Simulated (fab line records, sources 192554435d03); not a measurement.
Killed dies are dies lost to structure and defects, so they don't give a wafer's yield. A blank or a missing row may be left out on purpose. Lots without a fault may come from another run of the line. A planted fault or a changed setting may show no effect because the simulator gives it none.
Chamber matching | flow n5_finfet | N5_BEOL_M10_ETCH_65 on rie_diel-01: 4 sister chambers
The step etches SiARC in CF4, target depth 39 nm, time 65 s. 8 wafers are shown with their chamber, then 8 later ones without.

WAFERS WITH THEIR CHAMBER
wafer  | chamber | etch_rf_on_time_s (s) | showerhead_plenum_p_Torr (Torr)
L075.1 | 1       | 66.0                  | 2.10
L087.1 | 2       | 64.8                  | 2.10
L087.2 | 3       | 64.4                  | 2.29
L087.3 | 1       | 65.1                  | 2.08
L090.1 | 3       | 64.5                  | 2.29
L090.3 | 0       | 66.0                  | 2.19
L090.5 | 2       | 65.5                  | 2.10
L092.1 | 0       | 65.9                  | 2.19

WAFERS WITHOUT THEIR CHAMBER
wafer  | etch_rf_on_time_s (s) | showerhead_plenum_p_Torr (Torr)
L092.3 | 65.0                  | 2.10
L092.6 | 66.3                  | 2.19
L091.1 | 65.3                  | 2.10
L091.4 | 65.6                  | 2.19
L091.6 | 64.1                  | 2.29
L095.1 | 66.2                  | 2.19
L095.4 | 64.8                  | 2.08
L095.5 | 65.7                  | 2.19

WHICH CHAMBER EACH WENT THROUGH
wafer  | from the rows above     | in truth
L092.3 | can't be placed: 2 or 1 | 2
L092.6 | 0                       | 0
L091.1 | can't be placed: 2 or 1 | 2
L091.4 | 0                       | 0
L091.6 | 3                       | 3
L095.1 | 0                       | 0
L095.4 | can't be placed: 1 or 2 | 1
L095.5 | 0                       | 0
Placed correctly: 5 of 8. Can't be placed from these rows: 3 (the true chamber is among the candidates in 3). Placed wrongly: 0.
How it was worked out, from the rows above alone: a wafer's distance from a chamber is the root of the sum, over the readings, of the square of ((its reading less the chamber's mean) divided by the reading's scatter). The wafer belongs to the nearest chamber; if the next one is less than 2 further off, it can't be placed. A chamber's mean is the mean of its shown wafers. The scatter: the root of (the sum of the squares of (reading less its chamber's mean) over the shown wafers, divided by (wafers less chambers)).
